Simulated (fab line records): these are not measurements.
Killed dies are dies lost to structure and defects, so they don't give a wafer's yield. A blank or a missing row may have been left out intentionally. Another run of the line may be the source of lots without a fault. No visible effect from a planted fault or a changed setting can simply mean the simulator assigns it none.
Matching of chambers + flow nand-harc + NHARC_P_M1_DESCUM_14 on rie-diel-10 has 4 sister chambers
The step chemistry O2, time 3 s. 4 wafers are shown with their chamber, then 12 later ones without.

== EACH WAFER AND ITS CHAMBER ==
| wafer  | chamber | drypump-motor-current-A (A) |
|--------|---------|-----------------------------|
| L085.5 | 3       | 5.5                         |
| L088.1 | 1       | 6.4                         |
| L088.4 | 0       | 5.8                         |
| L088.6 | 2       | 5.9                         |

== WAFERS MISSING THEIR CHAMBER ==
| wafer  | drypump-motor-current-A (A) |
|--------|-----------------------------|
| L090.3 | 5.8                         |
| L090.4 | 5.9                         |
| L090.5 | 5.8                         |
| L093.2 | 6.4                         |
| L093.3 | 5.9                         |
| L093.6 | 5.4                         |
| L095.2 | 6.4                         |
| L095.3 | 5.8                         |
| L095.5 | 5.4                         |
| L097.1 | 5.4                         |
| L097.3 | 5.8                         |
| L097.4 | 5.9                         |

== THE CHAMBER EACH PASSED THROUGH ==
| wafer  | from the rows above | in truth |
|--------|---------------------|----------|
| L090.3 | 0                   | 0        |
| L090.4 | 2                   | 2        |
| L090.5 | 0                   | 0        |
| L093.2 | 1                   | 1        |
| L093.3 | 2                   | 2        |
| L093.6 | 3                   | 3        |
| L095.2 | 1                   | 1        |
| L095.3 | 0                   | 0        |
| L095.5 | 3                   | 3        |
| L097.1 | 3                   | 3        |
| L097.3 | 0                   | 0        |
| L097.4 | 2                   | 2        |
12 of 12 placed correctly. Can't be placed from these rows: 0. Wrongly placed: 0.
How it was worked out, from the rows above alone: a wafer's distance from a chamber is the root of the sum, over the readings, of the square of ((its reading less the chamber's mean) divided by the reading's scatter). If the next closest chamber is less than 2 further off than the closest, the wafer can't be placed; otherwise it belongs to the closest. Each chamber's mean is taken over the wafers shown for it. The scatter: root of mean squared gap, hidden wafer to nearest shown wafer, with one shown wafer a chamber.
